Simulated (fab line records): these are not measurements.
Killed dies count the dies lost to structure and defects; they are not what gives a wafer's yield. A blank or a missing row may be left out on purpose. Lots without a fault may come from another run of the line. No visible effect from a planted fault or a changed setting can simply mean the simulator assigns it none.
fab line records	flow nand-harc
[record] lots = 7	wafers = 21	last-day = 29
route steps=1302 shown P_M1@295
lots that met no fault: taken from a fault-free run of the same line
start-h: start of the lot's first displayed wafer, in hours after the record's first day	wait-h: hours elapsed since this lot's preceding step	" repeats the value in the row above	L1.1+2: several wafers, shown together as one row	- either no value or no given start	* or withheld: withheld	< > ~ a bound
route shown NAME@n: a module of which the file shows steps, and the number in the route of the first	usual: the fault-free wafers' mean and standard deviation	same: alike in all rows	chamber/n: place in a boat	sites: the reading at each site	_std_site: how widely they spread, as a standard deviation	_edge_site: the outer-site mean with the inner-site mean subtracted	radius-mm: how far each site lies from the wafer's centre	mask NAME#n: copy n	behind: tool/chamber where the wafer was last shaped	hold: reason for holding the lot/hours on hold/outcome of the hold	device: names the non-switching transistor (n, p or np)	end of line: the tests these same wafers got at the end of their route	step lacking rows: just its recipe	killed: not the wafer's yield, but the dies lost to structure and defects at the first sort	map: a wafer's dies, x killed, . not, _ none there
set.NAME: the run value of the setting; set.NAME@STEP: its run value at that earlier step	model.NAME: the simulator's own value behind a step, which no gauge read
lots at some steps of the route; a table a step, a row a wafer
services: a tool's chamber out of use, with start hour (start-h, from the record's first day; less than 0 if before it), hours out, and reason
[[steps]]
[step NHARC_P_M1_CD_MEAS_09]
[recipe] target-cd-nm = 130	landing-energy-ev = 500
[usual] cd-nm = 130.0/0.56
lot.wafer	tool	chamber	start-h	wait-h	cd-nm
L676.2	cd-sem-01	0	158.82	-	130.3
L676.4	"	0	"	"	130.6
L676.6	"	0	"	"	129.5
L678.1	cd-sem-01	0	188.61	-	130.3
L678.3	"	0	"	"	130.1
L678.6	"	0	"	"	129.9
L679.1	cd-sem-03	0	194.76	-	131.0
L679.3	"	0	"	"	130.0
L679.6	"	0	"	"	130.1
L684.1	cd-sem-01	0	247.31	-	129.8
L684.2	"	0	"	"	130.3
L684.4	"	0	"	"	128.9
L693.1	cd-sem-01	0	333.70	-	130.5
L693.2	"	0	"	"	130.4
L693.3	"	0	"	"	130.2
L694.1	cd-sem-02	0	344.81	-	130.0
L694.3	"	0	"	"	130.0
L694.6	"	0	"	"	130.5
L695.3	cd-sem-01	0	356.93	-	129.5
L695.4	"	0	"	"	130.1
L695.6	"	0	"	"	130.2
[step NHARC_P_M1_OVL_MEAS_10]
[recipe] pitch-nm = 260
[usual] overlay-x-nm = 0.1/0.89	overlay-y-nm = 0.0/0.77
lot.wafer	tool	chamber	start-h	wait-h	overlay-x-nm	overlay-y-nm
L676.2	overlay-01	-	158.92	-	0.0	-1.4
L676.4	"	-	"	"	-0.3	-1.3
L676.6	"	-	"	"	0.2	-1.3
L678.1	overlay-01	-	188.70	-	0.0	-0.1
L678.3	"	-	"	"	-0.1	0.3
L678.6	"	-	"	"	-0.1	0.2
L679.1	overlay-01	-	194.85	-	2.2	0.3
L679.3	"	-	"	"	2.3	-0.5
L679.6	"	-	"	"	1.7	-0.7
L684.1	overlay-01	-	247.40	-	-0.6	-0.4
L684.2	"	-	"	"	-0.7	-0.2
L684.4	"	-	"	"	-0.5	-0.1
L693.1	overlay-01	-	333.79	-	-0.1	2.5
L693.2	"	-	"	"	0.0	1.8
L693.3	"	-	"	"	0.2	1.7
L694.1	overlay-01	-	344.90	-	-0.7	0.1
L694.3	"	-	"	"	-0.7	0.3
L694.6	"	-	"	"	-0.5	0.2
L695.3	overlay-01	-	357.02	-	1.0	0.0
L695.4	"	-	"	"	0.0	-0.2
L695.6	"	-	"	"	0.0	-0.3
[step NHARC_P_M1_INSPECT_11]
[usual] raw-defect-count = 4.5/2.4
lot.wafer	tool	chamber	start-h	wait-h	raw-defect-count
L676.2	defect-inspect-01	-	158.96	0.0	3
L676.4	"	-	"	"	4
L676.6	"	-	"	"	8
L678.1	defect-inspect-02	-	188.74	0.0	6
L678.3	"	-	"	"	4
L678.6	"	-	"	"	6
L679.1	defect-inspect-02	-	194.89	0.0	3
L679.3	"	-	"	"	4
L679.6	"	-	"	"	4
L684.1	defect-inspect-02	-	247.44	0.0	3
L684.2	"	-	"	"	3
L684.4	"	-	"	"	5
L693.1	defect-inspect-01	-	333.83	0.0	5
L693.2	"	-	"	"	2
L693.3	"	-	"	"	5
L694.1	defect-inspect-02	-	344.93	0.0	2
L694.3	"	-	"	"	4
L694.6	"	-	"	"	0
L695.3	defect-inspect-01	-	357.06	0.0	4
L695.4	"	-	"	"	9
L695.6	"	-	"	"	4
[step NHARC_P_M1_DESCUM_14]
[recipe] time-s = 3	o2-flow-sccm = 200	ar-flow-sccm = 0	bias-power-w = 0	chemistry = O2
[usual] drypump-motor-current-A = 5.6/0.33	oes-product-au = 0.997/0.008	rf-vpp-V = 57.6/0.89	showerhead-plenum-p-Torr = 1.89/0.072	throttle-valve-pct = 11.311/0.0089
lot.wafer	tool	chamber	start-h	wait-h	drypump-motor-current-A	oes-product-au	rf-hours-counter-h	rf-vpp-V	showerhead-plenum-p-Torr	throttle-valve-pct
L676.2	rie-diel-07	0	159.02	0.1	5.3	1.007	2	57.7	1.78	11.300
L676.4	"	3	"	"	5.6	0.993	2	58.1	1.82	11.305
L676.6	"	1	"	"	4.9	1.007	-	56.7	1.82	11.304
L678.3	rie-diel-13	0	188.80	0.1	6.0	0.998	2	58.4	1.97	11.310
L678.1	"	2	"	"	5.8	0.992	2	58.3	1.98	11.317
L678.6	"	1	"	"	5.6	1.010	-	56.4	1.84	11.314
L679.1	rie-diel-05	3	194.95	0.1	5.2	1.010	42	57.0	1.95	11.303
L679.3	"	2	"	"	5.8	1.013	38	57.5	1.88	11.303
L679.6	"	0	"	"	6.7	1.011	-	57.0	1.79	11.296
L684.2	rie-diel-13	1	247.51	0.1	5.6	0.993	8	56.5	1.84	11.299
L684.1	"	2	"	"	5.8	1.003	8	56.1	1.98	11.304
L684.4	"	3	"	"	5.7	0.996	7	57.5	1.89	11.294
L693.2	rie-diel-13	2	333.89	0.1	5.8	0.996	16	57.1	1.98	11.310
L693.3	"	3	"	"	5.7	1.000	16	58.3	1.89	11.314
L693.1	"	0	"	"	6.0	0.999	12	57.6	1.97	11.311
L694.3	rie-diel-07	3	344.99	0.1	5.6	1.004	2	57.8	1.81	11.317
L694.1	"	0	"	"	5.3	1.010	3	57.0	1.78	11.304
L694.6	"	0	"	"	5.3	1.007	-	56.8	1.78	11.314
L695.4	rie-diel-13	2	357.13	0.1	5.8	1.002	1	59.2	1.98	11.321
L695.3	"	3	"	"	5.7	0.993	1	57.9	1.89	11.318
L695.6	"	1	"	"	5.6	0.998	-	56.9	1.84	11.298
[step NHARC_P_M1_ETCH_35]
[recipe] target-depth-a = 400	overetch-a = 120	time-s = 43.94	ion-energy-ev = 200	n2-flow-sccm = 150	h2-flow-sccm = 150	ar-flow-sccm = 0	rf-w = 400	bias-w = 150	chemistry = N2/H2
[step NHARC_P_M1_ETCH_15]
[recipe] target-depth-a = 1825	time-s = 91.2	c4f8-flow-sccm = withheld	ar-flow-sccm = 400	rf-w = 600	bias-w = 300	chemistry = C4F8/Ar
[step NHARC_P_M1_CD_MEAS_16]
[usual] cd-nm = 130.1/0.75
lot.wafer	tool	chamber	start-h	wait-h	cd-nm
L676.2	cd-sem-01	-	159.33	-	130.1
L676.4	"	-	"	"	130.4
L676.6	"	-	"	"	129.1
L678.1	cd-sem-03	-	189.10	-	130.7
L678.3	"	-	"	"	130.1
L678.6	"	-	"	"	130.3
L679.1	cd-sem-01	-	195.25	-	131.4
L679.3	"	-	"	"	129.8
L679.6	"	-	"	"	130.0
L684.1	cd-sem-02	-	247.80	-	130.2
L684.2	"	-	"	"	130.3
L684.4	"	-	"	"	128.8
L693.1	cd-sem-01	-	334.20	-	129.4
L693.2	"	-	"	"	130.7
L693.3	"	-	"	"	129.8
L694.1	cd-sem-02	-	345.30	-	130.1
L694.3	"	-	"	"	129.7
L694.6	"	-	"	"	131.0
L695.3	cd-sem-02	-	357.43	-	129.7
L695.4	"	-	"	"	129.5
L695.6	"	-	"	"	130.5
[step NHARC_P_M1_STRIP_18]
[recipe] power-w = 1000	n2-flow-sccm = 150	h2-flow-sccm = 150	ar-flow-sccm = 0	bias-w = 0	chemistry = N2/H2
[usual] drypump-motor-current-A = 5.5/0.46	oes-product-au = 0.999/0.0089	rf-vpp-V = 90.4/1	showerhead-plenum-p-Torr = 1.97/0.082	throttle-valve-pct = 14.171/0.0087
lot.wafer	tool	chamber	start-h	wait-h	drypump-motor-current-A	oes-product-au	rf-hours-counter-h	rf-vpp-V	showerhead-plenum-p-Torr	throttle-valve-pct
L676.2	rie-diel-13	0	159.43	0.1	5.9	0.999	15	92.8	2.10	14.180
L676.4	"	2	"	"	5.8	0.986	13	90.5	2.11	14.167
L676.6	"	0	"	"	6.0	1.003	-	92.8	2.10	14.165
L678.1	rie-diel-07	2	189.23	0.1	5.2	0.983	4	89.7	1.91	14.170
L678.3	"	3	"	"	5.6	0.988	5	90.3	1.93	14.163
L678.6	"	0	"	"	5.3	1.008	-	90.2	1.90	14.174
L679.3	rie-diel-07	3	195.33	0.1	5.6	1.001	5	89.1	1.93	14.171
L679.1	"	0	"	"	5.3	1.002	5	90.3	1.90	14.162
L679.6	"	0	"	"	5.3	0.995	-	90.8	1.90	14.172
L684.1	rie-diel-13	1	247.88	0.1	5.6	1.012	8	90.9	1.96	14.176
L684.2	"	3	"	"	5.7	0.993	7	91.2	2.02	14.185
L684.4	"	0	"	"	6.0	0.993	4	91.3	2.10	14.159
L693.3	rie-diel-07	0	334.27	0.1	5.3	1.003	2	89.9	1.89	14.164
L693.1	"	1	"	"	4.9	1.017	2	88.7	1.93	14.177
L693.2	"	2	"	"	5.2	0.984	2	90.1	1.91	14.172
L694.1	rie-diel-07	2	345.40	0.1	5.3	0.992	3	89.7	1.91	14.174
L694.3	"	0	"	"	5.3	0.998	3	90.6	1.89	14.178
L694.6	"	1	"	"	4.9	1.017	-	89.3	1.93	14.178
L695.3	rie-diel-07	0	357.50	0.1	5.3	1.002	4	88.7	1.89	14.177
L695.4	"	3	"	"	5.6	1.003	4	88.9	1.93	14.164
L695.6	"	0	"	"	5.3	1.008	-	89.8	1.89	14.157
[step NHARC_P_M1_ETCH_28]
[recipe] target-depth-a = 300	over-etch-frac = 0.3	time-s = 72.99	ion-energy-ev = 150	cf4-flow-sccm = 50	n2-flow-sccm = 100	ar-flow-sccm = 150	rf-w = 300	bias-w = 100	chemistry = CF4/N2
[usual] drypump-motor-current-A = 5.5/0.47	oes-product-au = 0.999/0.0082	rf-vpp-V = 312.8/1.8	showerhead-plenum-p-Torr = 2.55/0.096	throttle-valve-pct = 19.795/0.0093
lot.wafer	tool	chamber	start-h	wait-h	drypump-motor-current-A	oes-product-au	rf-hours-counter-h	rf-vpp-V	showerhead-plenum-p-Torr	throttle-valve-pct
L676.4	rie-diel-13	1	-	-	5.6	0.994	14	310.7	2.54	19.786
L676.2	"	3	"	"	5.7	1.008	14	314.0	2.60	19.780
L676.6	"	1	"	"	5.6	1.000	-	313.9	2.54	19.806
L678.3	rie-diel-07	1	-	-	4.9	1.002	4	311.6	2.50	19.796
L678.1	"	2	"	"	5.2	0.990	4	311.0	2.47	19.784
L678.6	"	1	"	"	4.9	1.000	-	312.4	2.50	19.792
L679.1	rie-diel-07	1	-	-	4.9	0.995	5	312.3	2.50	19.803
L679.3	"	2	"	"	5.3	0.990	5	312.0	2.47	19.811
L679.6	"	0	"	"	5.3	1.001	-	311.0	2.45	19.782
L684.4	rie-diel-13	3	-	-	5.7	0.988	7	314.5	2.60	19.801
L684.2	"	0	"	"	6.0	0.982	4	315.3	2.70	19.800
L684.1	"	2	"	"	5.8	0.998	8	314.1	2.71	19.801
L693.1	rie-diel-07	0	-	-	5.3	1.002	2	313.0	2.45	19.783
L693.2	"	1	"	"	4.9	1.016	2	312.8	2.50	19.801
L693.3	"	2	"	"	5.2	0.992	2	311.1	2.47	19.794
L694.1	rie-diel-07	3	-	-	5.6	0.985	2	311.0	2.50	19.782
L694.3	"	1	"	"	4.9	1.012	3	314.0	2.49	19.803
L694.6	"	3	"	"	5.6	0.998	-	313.3	2.50	19.810
L695.4	rie-diel-07	2	-	-	5.2	0.990	4	313.1	2.47	19.775
L695.3	"	3	"	"	5.6	0.996	4	310.6	2.50	19.799
L695.6	"	1	"	"	4.9	1.017	-	312.0	2.50	19.789
[step NHARC_P_M1_STRIP_19]
[recipe] time-s = 600	temp-c = 30	chemistry = post-etch-residue-remover
[step NHARC_P_M1_DEGAS_29]
[recipe] temp-c = 250	time-s = 60
[step NHARC_P_M1_PRE_CLEAN_30]
[recipe] time-s = 30	temp-c = 280	gas = H2/He
[usual] heater-power-w = 408/24	susceptor-temp-C = 280.00/0.16
lot.wafer	tool	chamber	start-h	wait-h	heater-power-w	susceptor-temp-C
L676.4	pvd-sputter-01	-	-	-	415	280.09
L676.2	"	-	"	"	434	280.22
L676.6	"	-	"	"	393	279.92
L678.1	pvd-sputter-03	-	-	-	396	280.22
L678.3	"	-	"	"	458	280.06
L678.6	"	-	"	"	451	279.77
L679.1	pvd-sputter-02	-	-	-	371	-
L679.3	"	-	"	"	420	-
L679.6	"	-	"	"	425	-
L684.2	pvd-sputter-03	-	-	-	404	280.03
L684.1	"	-	"	"	454	280.07
L684.4	"	-	"	"	384	279.75
L693.2	pvd-sputter-03	-	-	-	394	279.83
L693.1	"	-	"	"	456	280.28
L693.3	"	-	"	"	383	279.73
L694.3	pvd-sputter-01	-	-	-	416	279.74
L694.1	"	-	"	"	374	280.18
L694.6	"	-	"	"	387	280.03
L695.4	pvd-sputter-02	-	-	-	420	280.08
L695.3	"	-	"	"	451	280.04
L695.6	"	-	"	"	449	280.19
[step NHARC_P_M1_PVD_20]
[recipe] target-thk-a = 50	bias-v = 168.6	power-w = 15000	chamber-pressure-pa = 0.12	time-s = 8.06	substrate-temp-c = 50	material = TaN
[usual] bias-v = 168.6/1.7	cathode-dc-power-W = 15000/2.5	throttle-valve-pct = 29.7/0.7
lot.wafer	tool	chamber	start-h	wait-h	bias-v	cathode-dc-power-W	throttle-valve-pct
L676.4	pvd-sputter-01	-	160.26	-	171.5	14999	29.0
L676.2	"	-	"	"	166.1	15005	29.5
L676.6	"	-	"	"	168.3	14997	28.9
L678.1	pvd-sputter-03	-	189.93	-	169.4	15000	30.8
L678.3	"	-	"	"	169.1	15000	29.6
L678.6	"	-	"	"	169.4	14996	30.0
L679.3	pvd-sputter-02	-	196.08	-	169.3	15000	29.4
L679.1	"	-	"	"	168.7	15001	30.1
L679.6	"	-	"	"	167.2	15003	29.1
L684.2	pvd-sputter-03	-	248.63	-	170.0	14998	29.5
L684.1	"	-	"	"	168.6	14999	30.1
L684.4	"	-	"	"	170.9	15003	30.2
L693.2	pvd-sputter-03	-	335.02	-	-	-	-
L693.3	"	-	"	"	-	-	-
L693.1	"	-	"	"	-	-	-
L694.3	pvd-sputter-01	-	346.12	-	-	-	-
L694.1	"	-	"	"	-	-	-
L694.6	"	-	"	"	-	-	-
L695.3	pvd-sputter-02	-	358.28	-	-	-	-
L695.4	"	-	"	"	-	-	-
L695.6	"	-	"	"	-	-	-
[step NHARC_P_M1_PVD_21]
[recipe] target-thk-a = 300	chamber-pressure-pa = 5	power-w = 5000	substrate-temp-c = 30	time-s = 20.49	material = Cu
[usual] cathode-dc-power-W = 5000.2/0.97	chamber-pressure-pa = 5.001/0.0086	throttle-valve-pct = 29.7/0.72
lot.wafer	tool	chamber	start-h	wait-h	cathode-dc-power-W	chamber-pressure-pa	throttle-valve-pct
L676.4	pvd-sputter-01	-	-	-	5000.9	5.007	29.2
L676.2	"	-	"	"	5000.0	4.995	30.0
L676.6	"	-	"	"	4999.9	5.005	28.3
L678.1	pvd-sputter-03	-	-	-	5000.4	5.014	30.4
L678.3	"	-	"	"	5001.3	4.997	29.7
L678.6	"	-	"	"	4999.9	5.001	30.1
L679.1	pvd-sputter-02	-	-	-	5000.4	5.000	29.4
L679.3	"	-	"	"	4998.2	4.998	30.6
L679.6	"	-	"	"	5003.3	5.004	29.2
L684.4	pvd-sputter-03	-	-	-	4999.2	5.003	29.5
L684.1	"	-	"	"	4999.0	4.996	30.7
L684.2	"	-	"	"	5001.1	5.008	30.3
L693.2	pvd-sputter-03	-	-	-	5002.8	5.015	30.5
L693.1	"	-	"	"	4999.9	5.003	30.0
L693.3	"	-	"	"	5000.7	4.992	29.5
L694.3	pvd-sputter-01	-	-	-	5001.7	4.997	28.0
L694.1	"	-	"	"	5000.7	4.992	29.4
L694.6	"	-	"	"	5000.3	5.006	28.0
L695.3	pvd-sputter-02	-	-	-	4999.8	5.008	29.7
L695.4	"	-	"	"	5000.6	5.016	30.8
L695.6	"	-	"	"	4999.1	4.996	29.7
[[services]]
tool	chamber	start-h	hours	kind
rie-diel-07	0	150.77	-	clean
rie-diel-13	-	152.17	0.8	repair
rie-diel-05	2	161.92	3.4	repair
rie-diel-13	-	165.00	9.0	pm
pvd-sputter-03	-	170.03	10.0	pm
pvd-sputter-02	-	201.16	1.2	repair
rie-diel-13	0	204.94	32.9	repair
pvd-sputter-01	-	225.98	9.7	repair
rie-diel-05	-	229.85	9.0	pm
rie-diel-05	-	243.11	18.7	repair
pvd-sputter-02	-	248.49	2.7	repair
rie-diel-13	1	280.76	4.2	repair
pvd-sputter-02	-	282.00	10.0	pm
rie-diel-07	-	294.27	9.0	pm
pvd-sputter-01	-	310.03	2.6	repair
rie-diel-13	-	314.57	3.4	repair
rie-diel-13	1	318.52	8.0	repair
pvd-sputter-02	-	329.88	9.7	repair
pvd-sputter-01	-	333.28	2.8	repair
rie-diel-07	3	337.93	1.2	repair
rie-diel-13	-	342.00	9.0	pm
pvd-sputter-01	-	347.65	2.7	repair
pvd-sputter-03	-	348.03	10.0	pm
pvd-sputter-01	-	351.21	2.2	repair
[[key]]
[first-sign] step = NHARC_P_M1_PVD_20	reading = tool-record	direction = missing
effect none on later readings
met-at NHARC_P_M1_PVD_20
struck-wafers L693.1,L693.2,L693.3,L694.1,L694.3,L694.6,L695.3,L695.4,L695.6
later-rows-left-out L693.1,L693.2,L693.3,L694.1,L694.3,L694.6,L695.3,L695.4,L695.6
sort-left-out L693.1,L693.2,L693.3,L694.1,L694.3,L694.6,L695.3,L695.4,L695.6
onset-between 248.63 335.02
[fault] kind = skipped-step-whole	tool = pvd-sputter-01,pvd-sputter-02,pvd-sputter-03	chamber = -	onset-h = 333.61	steps = NHARC_P_M1_PVD_20	scope = struck-lots-only
// sort-left-out: the simulated sort isn't trusted on such a fault, so these wafers' sort isn't shown, and their yield isn't known
// later-rows-left-out: the simulator's readings of these wafers behind a module that went badly wrong aren't trusted and aren't shown, but for the sort
